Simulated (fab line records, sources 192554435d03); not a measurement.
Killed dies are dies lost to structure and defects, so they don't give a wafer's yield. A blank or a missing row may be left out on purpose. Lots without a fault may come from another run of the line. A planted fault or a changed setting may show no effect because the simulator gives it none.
Split-lot experiment | flow n5_finfet | 7 lots, 21 wafers read, on a route of 1938 steps

THE SPLIT
At N5_BEOL_M15_PEB_26 (peb time 90 s), the setting peb_time_s was moved away from the recipe's 90 s on 6 of the 21 wafers read, by -13.9% to +20.2%. The other wafers ran this setting at the recipe's value.

FROM THE SPLIT TO THE READING: what the file shows between them, 2 steps
- N5_BEOL_M15_DEVELOP_27: develop time 45 s
- N5_BEOL_M15_HARDBAKE_32: time 120 s

THE READING
cd_nm, in nm, at N5_BEOL_M15_CD_MEAS_28 (target cd 407.6 nm). Fault-free wafers of this fab line usually give 407.6 nm, standard deviation 2.5 nm.

wafer  | tool, chamber at the split | peb_time_s as run, s | against the recipe | cd_nm, nm | against lot-mates on the recipe
L077.1 | litho_track-03, 0          | 90                   | recipe             | 404.0     | -
L077.3 | litho_track-03, 0          | 90                   | recipe             | 404.1     | -
L077.5 | litho_track-03, 0          | 90                   | recipe             | 406.9     | -
L075.3 | litho_track-02, 0          | 90                   | recipe             | 408.2     | -
L075.4 | litho_track-02, 0          | 90                   | recipe             | 409.5     | -
L075.5 | litho_track-02, 0          | 90                   | recipe             | 408.9     | -
L080.1 | litho_track-04, 0          | 90                   | recipe             | 409.4     | -
L080.3 | litho_track-04, 0          | 77.53                | -13.9%             | 403.6     | -5.8
L080.4 | litho_track-04, 0          | 77.53                | -13.9%             | 403.1     | -6.3
L082.3 | litho_track-04, 0          | 107.1                | +19.0%             | 411.6     | +4.9
L082.4 | litho_track-04, 0          | 107.1                | +19.0%             | 410.7     | +4.0
L082.5 | litho_track-04, 0          | 90                   | recipe             | 406.7     | -
L087.4 | litho_track-03, 0          | 105.6                | +17.3%             | 411.2     | +9.9
L087.5 | litho_track-03, 0          | 90                   | recipe             | 400.4     | -
L087.6 | litho_track-03, 0          | 90                   | recipe             | 402.2     | -
L091.2 | litho_track-03, 0          | 90                   | recipe             | 402.7     | -
L091.3 | litho_track-03, 0          | 90                   | recipe             | 403.7     | -
L091.4 | litho_track-03, 0          | 90                   | recipe             | 404.7     | -
L090.3 | litho_track-03, 0          | 90                   | recipe             | 405.1     | -
L090.4 | litho_track-03, 0          | 90                   | recipe             | 407.9     | -
L090.6 | litho_track-03, 0          | 108.2                | +20.2%             | 412.4     | +5.9

THE FIT
A straight line over all 21 wafers: cd_nm changes by +0.272 nm for each +1% of peb_time_s; r = +0.72; the points scatter about the line by 2.5 nm.
The same after taking each lot's own level away (the mean of its wafers on the recipe; 21 wafers): +0.351 nm for each +1%; r = +0.91; scatter 1.5 nm.
On that fit, the largest move of peb_time_s shifts the reading by 7.1 nm.
The lots' own levels span 401.30 to 409.40 nm, that is 3.2 times the standard deviation above.
So the lot-to-lot level blurs the effect unless lot-mates are compared.
Check: with one of the wafers moved furthest among these (+20.2%) left out of the fit, the line predicts +7.21 nm for it against its lot-mates. It came out at +5.9 nm against them.

THE WHOLE CHAIN: every reading that the file lists as answering this split, in the file's order
step                   | what it does             | reading                                                         | change (the file's fit)               | r (the file's)
N5_BEOL_M15_CD_MEAS_28 | target cd 407.6 nm       | cd_nm                                                           | +0.363 nm for each +1% of the setting | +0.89
N5_BEOL_M15_DESCUM_33  | chemistry O2, time 7.9 s | BEOL_M15.cd_nm (the simulator's own value, which no gauge read) | +0.362 nm for each +1% of the setting | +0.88

THE FILE'S OWN FIT
cd_nm changes by +0.363 nm for each +1% of peb_time_s, r = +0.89.
